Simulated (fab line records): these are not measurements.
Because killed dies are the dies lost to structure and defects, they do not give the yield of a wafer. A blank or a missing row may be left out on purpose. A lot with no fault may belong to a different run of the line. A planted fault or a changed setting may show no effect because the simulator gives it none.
Which of the tools did it? -- flow n5 finfet -- Sampling: 24 lots, 72 wafers, 6 of 1938 route steps

## WHAT EACH GAUGE READ, for each wafer
The record holds no reading of a measuring or inspecting step that can be judged against a usual standard deviation.

## TOOL THAT RAN EACH LOT (tool first, then ch and the chambers of the sampled wafers, then the start)
lot,N5_BEOL_M4_SPUTTER_86,N5_BEOL_M4_ANNEAL_91,N5_BEOL_M4_ANNEAL_93,N5_BEOL_M4_SPUTTER_96,N5_BEOL_M4_CO_CAP_55,N5_BEOL_M5_DESCUM_16
L074,"pvd sputter-02, day 7 23:41","pvd sputter-02, day 8 00:13","pvd sputter-02, day 8 00:26","pvd sputter-02, day 8 00:47","cvd co-01 ch 0,1,2, day 8 01:40","rie diel-06 ch 0,3, day 8 07:10"
L075,"pvd sputter-01, day 8 00:03","pvd sputter-01, day 8 00:34","pvd sputter-01, day 8 00:47","pvd sputter-01, day 8 01:09","cvd co-02 ch 1,2, day 8 02:01","rie diel-06 ch 0,1,3, day 8 06:56"
L077,"pvd sputter-01, day 8 17:36","pvd sputter-01, day 8 18:07","pvd sputter-01, day 8 18:20","pvd sputter-01, day 8 18:42","cvd co-01 ch 0,2, day 8 19:35","rie diel-02 ch 0,2, day 8 22:32"
L078,"pvd sputter-03, day 8 20:19","pvd sputter-03, day 8 20:50","pvd sputter-03, day 8 21:03","pvd sputter-03, day 8 21:25","cvd co-02 ch 0,1, day 8 22:17","rie diel-04 ch 0,3, day 9 00:52"
L076,"pvd sputter-01, day 8 20:38","pvd sputter-01, day 8 21:09","pvd sputter-01, day 8 21:22","pvd sputter-01, day 8 21:44","cvd co-02 ch 0,1,2, day 8 22:37","rie diel-06 ch 1,2,3, day 9 03:21"
L079,"pvd sputter-01, day 8 22:34","pvd sputter-01, day 8 23:05","pvd sputter-01, day 8 23:19","pvd sputter-01, day 8 23:40","cvd co-01 ch 0,1, day 9 00:44","rie diel-02 ch 1,3, day 9 03:45"
L081,"pvd sputter-01, day 9 04:03","pvd sputter-01, day 9 04:34","pvd sputter-01, day 9 04:47","pvd sputter-01, day 9 05:09","cvd co-02 ch 0,1, day 9 06:02","rie diel-02 ch 0,2,3, day 9 09:15"
L080,"pvd sputter-01, day 9 06:19","pvd sputter-01, day 9 06:50","pvd sputter-01, day 9 07:03","pvd sputter-01, day 9 07:25","cvd co-01 ch 0,1,2, day 9 08:17","rie diel-04 ch 0,2,3, day 9 13:42"
L082,"pvd sputter-02, day 9 18:24","pvd sputter-02, day 9 18:55","pvd sputter-02, day 9 19:08","pvd sputter-02, day 9 19:30","cvd co-01 ch 1,2, day 9 20:25","rie diel-06 ch 0,1,2, day 10 00:10"
L083,"pvd sputter-01, day 9 22:35","pvd sputter-01, day 9 23:07","pvd sputter-01, day 9 23:20","pvd sputter-01, day 9 23:41","cvd co-02 ch 0,1,2, day 10 00:33","rie diel-02 ch 0,3, day 10 03:13"
L084,"pvd sputter-03, day 10 08:01","pvd sputter-03, day 10 08:32","pvd sputter-03, day 10 08:45","pvd sputter-03, day 10 09:07","cvd co-01 ch 1,2, day 10 09:58","rie diel-02 ch 0,1,2, day 10 13:24"
L085,"pvd sputter-01, day 10 16:37","pvd sputter-01, day 10 17:08","pvd sputter-01, day 10 17:22","pvd sputter-01, day 10 17:43","cvd co-02 ch 0,1,2, day 10 18:37","rie diel-04 ch 0,3, day 10 22:55"
L087,"pvd sputter-01, day 11 00:17","pvd sputter-01, day 11 00:49","pvd sputter-01, day 11 01:02","pvd sputter-01, day 11 01:23","cvd co-01 ch 0,1,2, day 11 02:17","rie diel-04 ch 0,1,3, day 11 05:55"
L088,"pvd sputter-02, day 11 03:44","pvd sputter-02, day 11 04:16","pvd sputter-02, day 11 04:29","pvd sputter-02, day 11 04:50","cvd co-01 ch 0,1,2, day 11 05:51","rie diel-02 ch 0,2, day 11 08:50"
L086,"pvd sputter-01, day 11 05:29","pvd sputter-01, day 11 06:01","pvd sputter-01, day 11 06:14","pvd sputter-01, day 11 06:35","cvd co-01 ch 1,2, day 11 07:27","rie diel-06 ch 1,2,3, day 11 11:01"
L089,"pvd sputter-01, day 11 13:48","pvd sputter-01, day 11 14:19","pvd sputter-01, day 11 14:32","pvd sputter-01, day 11 14:54","cvd co-01 ch 0,1,2, day 11 15:46","rie diel-04 ch 1,3, day 11 18:44"
L090,"pvd sputter-01, day 11 18:41","pvd sputter-01, day 11 19:12","pvd sputter-01, day 11 19:25","pvd sputter-01, day 11 19:47","cvd co-02 ch 0,1,2, day 11 20:39","rie diel-04 ch 1,3, day 11 23:26"
L091,"pvd sputter-01, day 11 23:26","pvd sputter-01, day 11 23:58","pvd sputter-01, day 12 00:11","pvd sputter-01, day 12 00:32","cvd co-02 ch 0,1,2, day 12 01:25","rie diel-06 ch 2,3, day 12 05:18"
L093,"pvd sputter-03, day 12 10:01","pvd sputter-03, day 12 10:32","pvd sputter-03, day 12 10:46","pvd sputter-03, day 12 11:07","cvd co-02 ch 0,1,2, day 12 11:59","rie diel-04 ch 2,3, day 12 16:53"
L092,"pvd sputter-01, day 12 14:33","pvd sputter-01, day 12 15:04","pvd sputter-01, day 12 15:17","pvd sputter-01, day 12 15:39","cvd co-01 ch 0,1,2, day 12 16:31","rie diel-06 ch 1,3, day 12 19:37"
L094,"pvd sputter-03, day 13 02:47","pvd sputter-03, day 13 03:18","pvd sputter-03, day 13 03:31","pvd sputter-03, day 13 03:53","cvd co-02 ch 0,2, day 13 04:44","rie diel-06 ch 1,2, day 13 09:38"
L096,"pvd sputter-03, day 13 04:37","pvd sputter-03, day 13 05:08","pvd sputter-03, day 13 05:22","pvd sputter-03, day 13 05:43","cvd co-01 ch 0,1,2, day 13 06:35","rie diel-02 ch 1,2, day 13 09:55"
L095,"pvd sputter-01, day 13 04:45","pvd sputter-01, day 13 05:16","pvd sputter-01, day 13 05:29","pvd sputter-01, day 13 05:51","cvd co-01 ch 0,1,2, day 13 07:06","rie diel-02 ch 1,2, day 13 10:19"
L097,"pvd sputter-02, day 13 07:37","pvd sputter-02, day 13 08:08","pvd sputter-02, day 13 08:22","pvd sputter-02, day 13 08:43","cvd co-02 ch 0,1,2, day 13 09:35","rie diel-04 ch 0,3, day 13 12:01"
- N5_BEOL_M4_SPUTTER_86: material Cu, target thk 4.5 nm, time 8.29 s.
- N5_BEOL_M4_ANNEAL_91: time 240 s.
- N5_BEOL_M4_ANNEAL_93: time 240 s.
- N5_BEOL_M4_SPUTTER_96: material Cu, target thk 4.5 nm, time 8.29 s.
- N5_BEOL_M4_CO_CAP_55: material Co, precursor CCTBA/H2, target thk 2 nm, time 102.1 s.
- N5_BEOL_M5_DESCUM_16: chemistry O2, time 7 s.

## AS READ BY THE TOOLS THEMSELVES (means over the sampled wafers that have a number; for cases with no such wafer, the mark the record gives instead)
N5_BEOL_M4_SPUTTER_86. Usual: throttle valve pct 29.8 %, standard deviation 1.3.
lot,tool,throttle valve pct (%),flag
L074,pvd sputter-02,31.4,
L075,pvd sputter-01,29.8,
L077,pvd sputter-01,30.4,
L078,pvd sputter-03,31.3,
L076,pvd sputter-01,28.9,
L079,pvd sputter-01,30.1,
L081,pvd sputter-01,29.0,
L080,pvd sputter-01,29.0,
L082,pvd sputter-02,29.8,
L083,pvd sputter-01,28.9,
L084,pvd sputter-03,30.1,
L085,pvd sputter-01,29.7,
L087,pvd sputter-01,28.8,
L088,pvd sputter-02,29.8,
L086,pvd sputter-01,29.0,
L089,pvd sputter-01,28.9,
L090,pvd sputter-01,28.9,
L091,pvd sputter-01,30.7,
L093,pvd sputter-03,31.2,
L092,pvd sputter-01,29.1,
L094,pvd sputter-03,31.1,
L096,pvd sputter-03,30.5,
L095,pvd sputter-01,30.1,
L097,pvd sputter-02,30.6,

N5_BEOL_M4_ANNEAL_91. Usual: heater power w 849 W, standard deviation 85.
lot,tool,heater power w (W),flag
L074,pvd sputter-02,912,
L075,pvd sputter-01,871,
L077,pvd sputter-01,850,
L078,pvd sputter-03,921,
L076,pvd sputter-01,844,
L079,pvd sputter-01,836,
L081,pvd sputter-01,848,
L080,pvd sputter-01,826,
L082,pvd sputter-02,944,
L083,pvd sputter-01,736,
L084,pvd sputter-03,847,
L085,pvd sputter-01,869,
L087,pvd sputter-01,837,
L088,pvd sputter-02,926,
L086,pvd sputter-01,828,
L089,pvd sputter-01,762,
L090,pvd sputter-01,923,
L091,pvd sputter-01,842,
L093,pvd sputter-03,909,
L092,pvd sputter-01,910,
L094,pvd sputter-03,856,
L096,pvd sputter-03,940,
L095,pvd sputter-01,822,
L097,pvd sputter-02,953,

N5_BEOL_M4_ANNEAL_93. Usual: heater power w 848 W, standard deviation 85.
lot,tool,heater power w (W),flag
L074,pvd sputter-02,903,
L075,pvd sputter-01,876,
L077,pvd sputter-01,827,
L078,pvd sputter-03,921,
L076,pvd sputter-01,826,
L079,pvd sputter-01,825,
L081,pvd sputter-01,830,
L080,pvd sputter-01,840,
L082,pvd sputter-02,937,
L083,pvd sputter-01,747,
L084,pvd sputter-03,848,
L085,pvd sputter-01,876,
L087,pvd sputter-01,820,
L088,pvd sputter-02,940,
L086,pvd sputter-01,833,
L089,pvd sputter-01,744,
L090,pvd sputter-01,891,
L091,pvd sputter-01,832,
L093,pvd sputter-03,910,
L092,pvd sputter-01,908,
L094,pvd sputter-03,871,
L096,pvd sputter-03,950,
L095,pvd sputter-01,845,
L097,pvd sputter-02,933,

N5_BEOL_M4_SPUTTER_96. Usual: throttle valve pct 29.8 %, standard deviation 1.3.
lot,tool,throttle valve pct (%),flag
L074,pvd sputter-02,31.2,
L075,pvd sputter-01,29.7,
L077,pvd sputter-01,30.2,
L078,pvd sputter-03,31.2,
L076,pvd sputter-01,28.9,
L079,pvd sputter-01,30.2,
L081,pvd sputter-01,29.0,
L080,pvd sputter-01,29.0,
L082,pvd sputter-02,29.8,
L083,pvd sputter-01,28.8,
L084,pvd sputter-03,30.0,
L085,pvd sputter-01,29.8,
L087,pvd sputter-01,28.7,
L088,pvd sputter-02,29.7,
L086,pvd sputter-01,29.1,
L089,pvd sputter-01,28.8,
L090,pvd sputter-01,29.1,
L091,pvd sputter-01,30.5,
L093,pvd sputter-03,31.2,
L092,pvd sputter-01,29.2,
L094,pvd sputter-03,30.8,
L096,pvd sputter-03,30.5,
L095,pvd sputter-01,30.4,
L097,pvd sputter-02,30.7,

N5_BEOL_M4_CO_CAP_55. Usual: heater power w 229 W, standard deviation 23.
lot,tool,heater power w (W),flag
L074,cvd co-01,215,
L075,cvd co-02,253,
L077,cvd co-01,218,
L078,cvd co-02,234,
L076,cvd co-02,241,
L079,cvd co-01,229,
L081,cvd co-02,230,
L080,cvd co-01,215,
L082,cvd co-01,201,
L083,cvd co-02,241,
L084,cvd co-01,202,
L085,cvd co-02,240,
L087,cvd co-01,217,
L088,cvd co-01,219,
L086,cvd co-01,219,
L089,cvd co-01,217,
L090,cvd co-02,244,
L091,cvd co-02,243,
L093,cvd co-02,242,
L092,cvd co-01,218,
L094,cvd co-02,238,
L096,cvd co-01,221,
L095,cvd co-01,220,
L097,cvd co-02,243,

N5_BEOL_M5_DESCUM_16. Usual: for drypump motor current A, 5.8 A with a standard deviation of 0.37; for o2 flow sccm, 225.0 sccm with a standard deviation of 0.71; for oes product au, 0.80 a.u. with a standard deviation of 0.062; for rf fwd power W, 49.25 W with a standard deviation of 0.24; for rf vpp V, 243.5 V with a standard deviation of 1.4; for showerhead plenum p Torr, 2.12 Torr with a standard deviation of 0.085; for throttle valve pct, 20.43 % with a standard deviation of 0.26.
lot,tool,drypump motor current A (A),o2 flow sccm (sccm),oes product au (a.u.),rf fwd power W (W),rf vpp V (V),showerhead plenum p Torr (Torr),throttle valve pct (%),flag
L074,rie diel-06,5.6,225.9,0.74,49.29,243.7,2.12,20.47,
L075,rie diel-06,5.8,225.1,0.78,49.34,243.4,2.08,20.37,
L077,rie diel-02,6.0,225.7,0.79,49.04,243.0,2.09,20.86,
L078,rie diel-04,5.9,225.5,0.90,49.17,242.5,2.11,20.39,
L076,rie diel-06,5.9,225.0,0.80,49.48,244.2,2.15,20.28,
L079,rie diel-02,5.8,225.5,0.84,49.31,244.5,2.23,20.11,
L081,rie diel-02,5.8,225.3,0.78,49.17,243.5,2.15,20.57,
L080,rie diel-04,5.7,225.1,0.87,49.19,242.9,2.07,20.37,
L082,rie diel-06,5.9,225.5,0.78,49.43,242.6,2.09,20.40,
L083,rie diel-02,5.6,224.8,0.79,49.10,244.9,2.21,20.31,
L084,rie diel-02,5.7,224.8,0.80,49.27,243.9,2.16,20.69,
L085,rie diel-04,5.9,224.5,0.86,49.20,243.7,2.11,20.40,
L087,rie diel-04,5.7,225.3,0.82,49.19,243.5,2.08,20.35,
L088,rie diel-02,6.0,223.9,0.77,49.23,243.1,2.09,20.89,
L086,rie diel-06,5.9,224.9,0.78,49.32,243.5,2.14,20.29,
L089,rie diel-04,5.7,224.3,0.74,49.43,243.2,2.08,20.43,
L090,rie diel-04,5.7,225.3,0.73,49.49,242.8,2.08,20.43,
L091,rie diel-06,5.7,224.4,0.75,49.36,244.6,2.19,20.40,
L093,rie diel-04,5.6,224.4,0.81,49.36,242.8,2.05,20.53,
L092,rie diel-06,5.8,224.5,0.75,49.56,242.8,2.12,20.31,
L094,rie diel-06,6.1,224.8,0.80,49.27,244.7,2.15,20.33,
L096,rie diel-02,5.9,225.5,0.81,49.56,243.8,2.16,20.54,
L095,rie diel-02,5.9,225.9,0.81,49.31,243.9,2.16,20.55,
L097,rie diel-04,5.7,224.9,0.85,49.19,241.9,2.07,20.34,

## THE ANSWER, worked out from the rows above alone
Rule: a lot counts as off when the mean over its wafers that have a number is more than 3 standard deviations away from the usual mean. A lot without any number at a reading at which 4 lots or more have one is off too. Any other lot the step has rows for is counted as sound. First the gauges in route order, then the tools' own readings, where a lot's mean is used as printed above. At the first step where some lot is off, the reading lying furthest off is the one used; lots without a number count as furthest.
Across all readings shown, no lot is off: no conclusion can be drawn from this.

## WHAT THE SIMULATOR HAD PUT IN
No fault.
